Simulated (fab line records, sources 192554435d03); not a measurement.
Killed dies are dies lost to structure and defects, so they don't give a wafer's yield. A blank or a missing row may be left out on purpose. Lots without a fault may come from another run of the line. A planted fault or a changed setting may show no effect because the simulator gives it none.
fab line records | flow n5_finfet
record lots=4 wafers=12 last_day=18
route steps=1938 shown BEOL_M11@1590 BEOL_M12@1602 PASSIVATION@1936
lots that met no fault: from a run of the same line without faults
start_h: hours from the record's first day to the start of the lot's first wafer shown | wait_h: hours since the lot's step before | " the same as in the row above | L1.1+2: a row that stands for several wafers | - no value, or no start given | * or withheld: withheld | < > ~ a bound
route shown NAME@n: a module of which the file shows steps, and the number in the route of the first | usual: mean/standard deviation of fault-free wafers | same: alike in all rows | chamber/n: place in a boat | sites: the reading at each site | _std_site: their standard deviation | _edge_site: outer sites' mean less inner sites' | radius_mm: how far each site lies from the wafer's centre | mask NAME#n: copy n | behind: the tool/chamber that last shaped the wafer | hold: why the lot was held/for how many hours/how that ended | device: the transistor (n, p or np) that didn't switch | end of line: the same wafers' tests at the end of the route | a step without rows: its recipe alone | killed: dies lost to structure and defects at the first sort, not the wafer's yield | map: a wafer's dies, x killed, . not, _ none there
set.NAME: the setting as run; set.NAME@STEP: as run at that earlier step | model.NAME: the simulator's own value behind a step, which no gauge read
lots at some steps of the route; a table a step, a row a wafer
services: from which hour (start_h, from the record's first day; less than 0 if before it) a tool's chamber was out of use, for how many hours, and why
## steps
# step N5_BEOL_M11_ALD_74
# recipe material=TaN target_thk_a=20 temp_c=275 ald_precursor_family=PDMAT ald_co_reactant=NH3 pressure_torr=3 carrier_flow_sccm=1500 pulse_time_s=2 purge_time_s=3 co_reactant_purge_time_s=2 co_reactant_pulse_time_s=3 ald_cycles=40 precursor_vessel_temp_c=75 precursor_vessel_pressure_torr=26.25 precursor_vessel_carrier_sccm=1000
# step N5_BEOL_M11_SURFACE_TREAT_76
# recipe gas=Ar time_s=* ion_energy_ev=* ion_current_ma_cm2=0.5 pressure_mtorr=* ar_flow_sccm=30
# step N5_BEOL_M11_CVD_75
# recipe material=Co target_thk_a=20 temp_c=withheld precursor=CCTBA/H2 pressure_torr=30 time_s=138.9
# step N5_BEOL_M11_SPUTTER_48
# recipe material=Cu target_thk_a=120 temp_c=-20 bias_v=60 power_w=26000 chamber_pressure_pa=0.13 time_s=2
# step N5_BEOL_M11_ECD_50
# recipe material=Cu target_thk_a=3180
# step N5_BEOL_M11_ANNEAL_51
# recipe temp_c=225 time_s=90 ambient=N2
# step N5_BEOL_M11_CMP_52
# recipe stop_on=SiCOH_lowk t_overpolish_s=7 down_force_psi=1 platen_rpm=50 clearing_platen_down_force_psi=1.5 clearing_platen_rpm=50 post_cmp_clean=cu_alkaline target_thk_nm=140 clearing_platen_pad_velocity_m_s=0.99484 pad_velocity_m_s=0.99484
# step N5_BEOL_M11_PRE_CLEAN_55
# recipe gas=NH3 time_s=15 temp_c=withheld rf_power_w=300
# step N5_BEOL_M11_DEP_56
# recipe material=SiCN target_thk_a=300 temp_c=withheld precursor=3MS/NH3 pressure_torr=3 rf_w=675 time_s=10.5
# step N5_BEOL_M12_ILD_DEP_00
# recipe material=SiOC target_thk_a=6589.2 temp_c=350 precursor=DEMS/O2 pressure_torr=5 rf_w=500 time_s=130.7
# usual heater_power_w=486/95 showerhead_plenum_p_Torr=5.692/0.02 throttle_valve_pct=11.8/0.44
# columns lot.wafer tool chamber start_h wait_h heater_power_w showerhead_plenum_p_Torr throttle_valve_pct model.SiOC_of_BEOL_M12_ILD_DEP_00.thk_nm
L717.1 pecvd-03 1 344.86 0.0 454 5.689 12.4 671
L717.2 " 2 " " 391 5.703 11.3 663.6
L717.6 " 0 " " 382 5.683 11.6 656.2
L720.3 pecvd-03 0 351.61 0.0 487 5.686 11.9 650.8
L720.4 " 1 " " 516 5.697 12.5 672.4
L720.5 " 2 " " 405 5.700 11.3 694.8
L721.2 pecvd-03 0 361.45 0.0 391 5.674 11.6 661.2
L721.3 " 1 " " 489 5.711 12.6 667
L721.6 " 2 " " 326 5.703 11.4 695.8
L727.1 pecvd-01 0 392.95 0.0 427 5.673 12.1 646.4
L727.4 " 2 " " 452 5.670 11.3 651
L727.5 " 0 " " 454 5.671 12.1 653.8
# step N5_BEOL_M12_THK_MEAS_01
# recipe reads=SiOC_of_BEOL_M12_ILD_DEP_00
# usual M12_ILD_THK=659/8.5
# columns lot.wafer tool chamber start_h wait_h M12_ILD_THK[nm]
L717.1 film_metro-01 - 344.99 0.1 671
L717.2 " - " " 663
L717.6 " - " " 656
L720.3 film_metro-01 - 351.75 0.1 651
L720.4 " - " " 672
L720.5 " - " " 694
L721.2 film_metro-02 - 361.59 0.1 661
L721.3 " - " " 667
L721.6 " - " " 696
L727.1 film_metro-01 - 393.09 0.1 646
L727.4 " - " " 651
L727.5 " - " " 653
# step N5_BEOL_M12_COAT_58
# recipe resist=BARC temp_c=205 time_s=60 spin_rpm=1500 resist_thk_nm=89
# step N5_BEOL_M12_COAT_04
# recipe spin_rpm=1625 resist_thk_nm=400
# step N5_BEOL_M12_EBR_06
# recipe solvent=PGMEA ebr_width_mm=1.5
# step N5_BEOL_M12_SOFTBAKE_05
# recipe temp_c=130 time_s=60
# step N5_BEOL_M12_EXPOSE_07
# recipe mask_id=V11 na=0.93 source_shape=conventional sigma_outer=0.6 polarization=unpolarized attpsm_phase_deg=180 dose_mj=32.5
# step N5_BEOL_M12_PEB_08
# recipe peb_temp_c=130 peb_time_s=90
# step N5_BEOL_M12_DEVELOP_09
# recipe develop_time_s=45 rinse_liquid=diw dry=air_spin dev_temp_c=21
# step N5_BEOL_M12_HARDBAKE_14
# recipe temp_c=130 time_s=120
# step N5_BEOL_M12_DESCUM_15
# recipe chemistry=O2 time_s=7.9 source_power_w=50 bias_power_w=20 pressure_mtorr=20 rf_frequency_hz=2.712e+07 temp_c=40 o2_flow_sccm=225
# step N5_BEOL_M12_ETCH_59
# recipe chemistry=N2/H2 target=BARC target_depth_a=890 overetch_a=267 time_s=67.9 ion_energy_ev=200 pressure_mtorr=30 source_w=840 bias_w=150 n2_flow_sccm=200 h2_flow_sccm=200
# step N5_BEOL_M12_VIA_ETCH_16
# recipe chemistry=C4F8/O2/Ar target=SiOC pressure_mtorr=30 source_w=3000 bias_w=700 Ar_flow_sccm=400 C4F8_flow_sccm=15 O2_flow_sccm=8 he_inner_torr=15 he_outer_torr=30 target_depth_a=7248 time_s=withheld ion_energy_ev=250 ends=cleared
# usual O2_flow_sccm=8.001/0.023 drypump_motor_current_A=5.7/0.43 oes_product_au=0.75/0.066 rf_vpp_V=664.7/2.9 showerhead_plenum_p_Torr=3.39/0.11 throttle_valve_pct=24.18/0.25
# columns lot.wafer tool chamber start_h wait_h O2_flow_sccm drypump_motor_current_A oes_product_au rf_vpp_V showerhead_plenum_p_Torr throttle_valve_pct model.etch.depth_nm model.coat_of_BEOL_M12_COAT_04.thk_nm
L717.1 rie_diel-01 0 345.59 0.0 8.034 4.8 0.78 662.9 3.37 24.48 671.1 118
L717.2 " 3 " " 8.020 6.1 0.69 661.4 3.30 23.85 663.6 122.8
L717.6 " 3 " " 8.006 6.1 0.70 661.5 3.30 23.84 656.2 125.6
L720.3 rie_diel-03 1 352.37 0.0 8.029 5.9 0.75 665.7 3.43 23.65 650.8 127.2
L720.4 " 3 " " 7.975 5.8 0.66 664.8 3.42 24.47 672.4 120.8
L720.5 " 1 " " 8.009 5.9 0.75 667.0 3.43 23.65 694.8 113.2
L721.2 rie_diel-06 1 362.31 0.0 8.005 5.8 0.79 664.6 3.34 24.05 661.2 121.2
L721.3 " 3 " " 7.956 6.0 0.79 663.9 3.34 24.20 667.1 119.2
L721.6 " 2 " " 7.971 4.9 0.74 665.3 3.42 24.41 695.7 111
L727.1 rie_diel-03 3 393.56 0.0 8.043 5.8 0.65 665.2 3.41 24.49 646.4 126.6
L727.4 " 0 " " 8.023 5.2 0.85 671.4 3.64 23.89 651.1 124.4
L727.5 " 2 " " 7.999 5.8 0.76 671.6 3.63 24.41 653.8 126.2
# step N5_BEOL_M12_STRIP_63
# recipe chemistry=N2/H2 power_w=1000 temp_c=250 h2_frac=0.65 overash_fraction=0.3 pressure_mtorr=1000 n2_flow_sccm=1750 h2_flow_sccm=3250
# usual drypump_motor_current_A=5.4/0.55 heater_power_w=337/11 oes_product_au=0.694/0.0047 strip_time_to_endpoint_s=42.5/0.83
# columns lot.wafer tool chamber start_h wait_h drypump_motor_current_A heater_power_w oes_product_au rf_hours_counter_h strip_time_to_endpoint_s
L717.1 plasma_asher-01 1 345.79 - 4.8 327 0.697 139 41.1
L717.2 " 0 " " 5.7 338 0.694 139 42.4
L717.6 " 0 " " 5.7 345 0.695 - 43.2
L720.3 plasma_asher-01 1 352.59 - 4.8 326 0.697 - 43.6
L720.4 " 0 " " 5.7 348 0.698 - 41.9
L720.5 " 1 " " 4.7 311 0.691 - 39.8
L721.2 plasma_asher-01 1 362.51 - 4.7 323 0.696 142 42.0
L721.3 " 1 " " 4.7 324 0.685 - 41.5
L721.6 " 0 " " 5.7 352 0.693 - 39.3
L727.1 plasma_asher-02 0 393.76 - 6.2 336 0.691 103 43.5
L727.4 " 1 " " 5.8 350 0.691 - 42.9
L727.5 " 1 " " 5.8 356 0.698 - 43.3
# step N5_BEOL_M12_STRIP_64
# recipe chemistry=N2/H2 power_w=1000 temp_c=250 h2_frac=0.65 overash_fraction=0.3 pressure_mtorr=withheld n2_flow_sccm=1750 h2_flow_sccm=3250
# step N5_BEOL_M12_STRIP_71
# recipe chemistry=post_etch_residue_remover time_s=60 temp_c=25 remover_ph=withheld remover_water_wt_pct=withheld remover_fluoride_wt_pct=withheld
# step N5_BEOL_M12_SRD_72
# recipe time_s=30 temp_c=23 rinse_liquid=diw dry=n2_spin spin_rpm=1500 dry_time_s=30
# step N5_BEOL_M12_COAT_65
# recipe resist=SOC temp_c=250 time_s=60 spin_rpm=1500 resist_thk_nm=300
# step N5_BEOL_M12_COAT_66
# recipe resist=SiARC temp_c=220 time_s=60 spin_rpm=1500 resist_thk_nm=110
# step N5_BEOL_M12_COAT_22
# recipe spin_rpm=2888 resist_thk_nm=300
# step N5_BEOL_M12_EBR_24
# recipe solvent=PGMEA ebr_width_mm=1.5
# step N5_BEOL_M12_SOFTBAKE_23
# recipe temp_c=130 time_s=60
# step N5_BEOL_M12_EXPOSE_25
# recipe mask_id=M12 na=0.93 source_shape=conventional sigma_outer=0.4 polarization=unpolarized dose_mj=21.8
# step N5_BEOL_M12_PEB_26
# recipe peb_temp_c=130 peb_time_s=90
# step N5_BEOL_M12_DEVELOP_27
# recipe develop_time_s=45 rinse_liquid=diw dry=air_spin dev_temp_c=21
# step N5_BEOL_M12_HARDBAKE_32
# recipe temp_c=130 time_s=120
# step N5_BEOL_M12_CMP_49
# recipe stop_on=SiOC t_overpolish_s=20.6 down_force_psi=1 platen_rpm=50 clearing_platen_down_force_psi=1.5 clearing_platen_rpm=50 post_cmp_clean=cu_alkaline target_thk_nm=320 clearing_platen_pad_velocity_m_s=0.99484 pad_velocity_m_s=0.99484
# usual barrier_field_endpoint_s=29.9/0.71 edge_zone_pressure_frac=0.999/0.0056 motor_current_A=6.1/0.69 overpolish_run_s=20.599/0.0075
# columns lot.wafer tool chamber start_h wait_h barrier_field_endpoint_s edge_zone_pressure_frac motor_current_A overpolish_run_s model.SiOC_of_BEOL_M12_ILD_DEP_00.thk_nm
L717.2 cmp-03 3 351.40 0.3 29.9 1.000 5.5 20.597 602.8
L717.1 " 0 " " 29.3 0.993 7.0 20.594 611.4
L717.6 " 3 " " 30.3 0.996 5.4 20.588 596.4
L720.3 cmp-01 0 357.02 0.2 31.0 0.991 6.5 20.607 590
L720.4 " 1 " " 29.4 1.000 6.3 20.592 611.4
L720.5 " 0 " " 31.3 0.992 6.6 20.606 634.2
L721.3 cmp-03 0 367.78 0.3 30.0 0.995 6.9 20.600 607.8
L721.2 " 1 " " 29.6 0.998 7.0 20.591 601.6
L721.6 " 1 " " 29.5 0.994 7.4 20.595 636.2
L727.1 cmp-01 2 401.31 0.3 29.5 0.992 5.6 20.591 586.4
L727.4 " 3 " " 30.2 0.995 5.3 20.595 590
L727.5 " 2 " " 30.2 0.998 5.4 20.602 593.4
# step N5_PASSIVATION_PROBE_49
# usual defect_limited_yield=91.2/1.6 killed_at_M0_to_M3=35/11 killed_at_M4_up=14/5.4 killed_at_contacts=13/6 killed_at_front_end=38/11 killed_at_other=3.4/2.6 killed_dies=104/19 killed_open=68/13 killed_short=34/8.5 sort_bin_5_function=5.1/1 sort_bin_6_memory=3.3/0.72 sort_n_pass=1075/22 sort_yield_pct=91.1/1.9
# same gross_dies=1180 killed_at_back_side=0 sort_bin_4_leakage[%]=0 sort_bin_8_speed[%]=0
# columns lot.wafer tool chamber start_h wait_h defect_limited_yield[%] killed_at_M0_to_M3 killed_at_M4_up killed_at_contacts killed_at_front_end killed_at_other killed_dies killed_open killed_short sort_bin_5_function[%] sort_bin_6_memory[%] sort_n_pass sort_yield_pct[%]
L717.1 prober-01 - 395.56 0.0 93.6 26 5 15 25 4 75 56 19 4.3 2.0 1105 93.6
L717.2 prober-01 - 395.61 0.1 92.9 20 11 8 40 5 84 44 39 3.9 3.0 1096 92.9
L717.6 prober-01 - 395.81 0.3 92.2 36 9 13 25 9 92 57 33 4.2 3.1 1088 92.2
L720.3 prober-01 - 396.53 0.1 91.7 30 12 12 42 2 98 59 38 4.5 3.6 1082 91.7
L720.4 prober-01 - 396.58 0.2 90.8 32 15 16 42 3 108 78 28 6.0 2.9 1072 90.8
L720.5 prober-01 - 396.63 0.2 92.8 15 11 14 45 0 85 51 32 4.2 2.9 1095 92.8
L721.2 prober-01 - 410.28 0.1 90.5 29 13 30 37 3 112 84 28 5.6 3.6 1068 90.5
L721.3 prober-01 - 410.33 0.1 91.4 19 11 8 57 6 101 56 35 4.2 3.5 1079 91.4
L721.6 prober-01 - 410.48 0.3 91.7 32 11 17 34 4 98 57 32 4.7 2.4 1082 91.7
# killed by level:class
L717.1 MOL_CONTACT_COAG:geometric_particle:open=13 BEOL_M2:geometric_particle:open=7 DUMMY_GATE:geometric_particle:open=5 FIN_SAQP:geometric_particle:open=4 STI_FIN_REVEAL:geometric_particle:open=4 BEOL_M1:geometric_particle:open=4 BEOL_M0:geometric_particle:open=4 BEOL_M0_SAQP:geometric_particle:open=3
L717.2 BEOL_M0_SAQP:geometric_particle:open=8 FIN_SAQP:geometric_particle:open=7 BEOL_M0_SAQP:geometric_particle:short=7 ILD0:geometric_particle:short=6 GATE_CUT:geometric_particle:short=4 MOL_CONTACT_COAG:geometric_particle:open=4 MOL_CONTACT_COAG:geometric_particle:short=4 BEOL_M7:geometric_particle:open=4
L717.6 MOL_CONTACT_COAG:geometric_particle:open=10 BEOL_M3:geometric_particle:open=9 BEOL_M1:geometric_particle:open=8 BEOL_M2:geometric_particle:short=6 BEOL_M2:geometric_particle:open=6 FIN_SAQP:geometric_particle:short=4 GATE_CUT:geometric_particle:short=4 FIN_SAQP:geometric_particle:open=3
L720.3 FIN_SAQP:geometric_particle:short=11 MOL_CONTACT_COAG:geometric_particle:open=11 STI_FIN_REVEAL:geometric_particle:open=9 BEOL_M0_SAQP:geometric_particle:short=9 FIN_SAQP:geometric_particle:open=8 BEOL_M0_SAQP:geometric_particle:open=8 GATE_CUT:geometric_particle:short=5 BEOL_M4:geometric_particle:open=5
L720.4 FIN_SAQP:geometric_particle:open=13 MOL_CONTACT_COAG:geometric_particle:open=13 BEOL_M0_SAQP:geometric_particle:open=11 STI_FIN_REVEAL:geometric_particle:open=10 BEOL_M0_SAQP:geometric_particle:short=7 FIN_SAQP:geometric_particle:short=6 BEOL_M2:geometric_particle:open=6 BEOL_M4:geometric_particle:open=5
L720.5 STI_FIN_REVEAL:geometric_particle:open=15 MOL_CONTACT_COAG:geometric_particle:open=11 FIN_SAQP:geometric_particle:open=6 FIN_SAQP:geometric_particle:short=6 BEOL_M0_SAQP:geometric_particle:short=5 DUMMY_GATE:geometric_particle:short=4 GATE_CUT:geometric_particle:short=4 BEOL_M0_SAQP:geometric_particle:open=4
L721.2 MOL_CONTACT_COAG:geometric_particle:open=25 BEOL_M0_SAQP:geometric_particle:open=11 DUMMY_GATE:geometric_particle:open=8 BEOL_M5:geometric_particle:open=8 FIN_SAQP:geometric_particle:short=7 FIN_SAQP:geometric_particle:open=7 MOL_CONTACT_COAG:geometric_particle:short=5 BEOL_M2:geometric_particle:open=5
L721.3 FIN_SAQP:geometric_particle:short=13 HKMG_FIN:area_etch=9 FIN_SAQP:geometric_particle:open=6 ILD0:geometric_particle:short=6 DUMMY_GATE:geometric_particle:open=5 MOL_CONTACT_COAG:geometric_particle:open=5 BEOL_M3:geometric_particle:open=4 BEOL_M6:geometric_particle:open=4
L721.6 MOL_CONTACT_COAG:geometric_particle:open=13 HKMG_FIN:area_etch=9 BEOL_M0_SAQP:geometric_particle:open=8 BEOL_M0_SAQP:geometric_particle:short=7 STI_FIN_REVEAL:geometric_particle:open=5 BEOL_M2:geometric_particle:open=5 FIN_SAQP:geometric_particle:short=4 MOL_CONTACT_COAG:geometric_particle:short=4
## services
# columns tool chamber start_h hours kind
pecvd-03 - 352.80 0.8 pm
cmp-01 - 358.42 3.8 repair
rie_diel-03 0 361.23 - clean
rie_diel-03 0 361.23 - consumable_replace:focus_ring
rie_diel-03 0 361.23 - consumable_replace:showerhead
rie_diel-03 0 361.23 14.1 scheduled_down
rie_diel-03 0 361.23 14.1 vent_cycle
rie_diel-01 - 365.55 15.6 pm
pecvd-03 1 383.62 - clean
pecvd-03 1 383.62 - consumable_replace:showerhead
pecvd-03 1 383.62 29.0 scheduled_down
pecvd-03 1 383.62 29.0 vent_cycle
plasma_asher-01 - 393.48 2.8 pm
pecvd-03 - 397.30 2.8 pm
## key
first_sign step=N5_BEOL_M12_THK_MEAS_01 reading=M12_ILD_THK direction=up sigmas=4.4 usual=659 struck=695
effect step=N5_BEOL_M12_STRIP_63 reading=strip_time_to_endpoint_s direction=down sigmas=3.6 usual=* struck=*
model_effect step=N5_BEOL_M12_ILD_DEP_00 value=SiOC_of_BEOL_M12_ILD_DEP_00.thk_nm without=672.4 struck=695.3
model_effect step=N5_BEOL_M12_VIA_ETCH_16 value=etch.depth_nm without=672.4 struck=695.3
model_effect step=N5_BEOL_M12_CMP_49 value=SiOC_of_BEOL_M12_ILD_DEP_00.thk_nm without=612.4 struck=635.2
met_at N5_BEOL_M12_ILD_DEP_00
struck_wafers L720.5,L721.6
onset_between 344.86 351.61
fault kind=process_parameter_drift tool=pecvd-03 chamber=2 onset_h=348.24 steps=N5_BEOL_M12_ILD_DEP_00 channel=target_thk_a offset=* shape=step end_h=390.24 acts_in=* stated=*
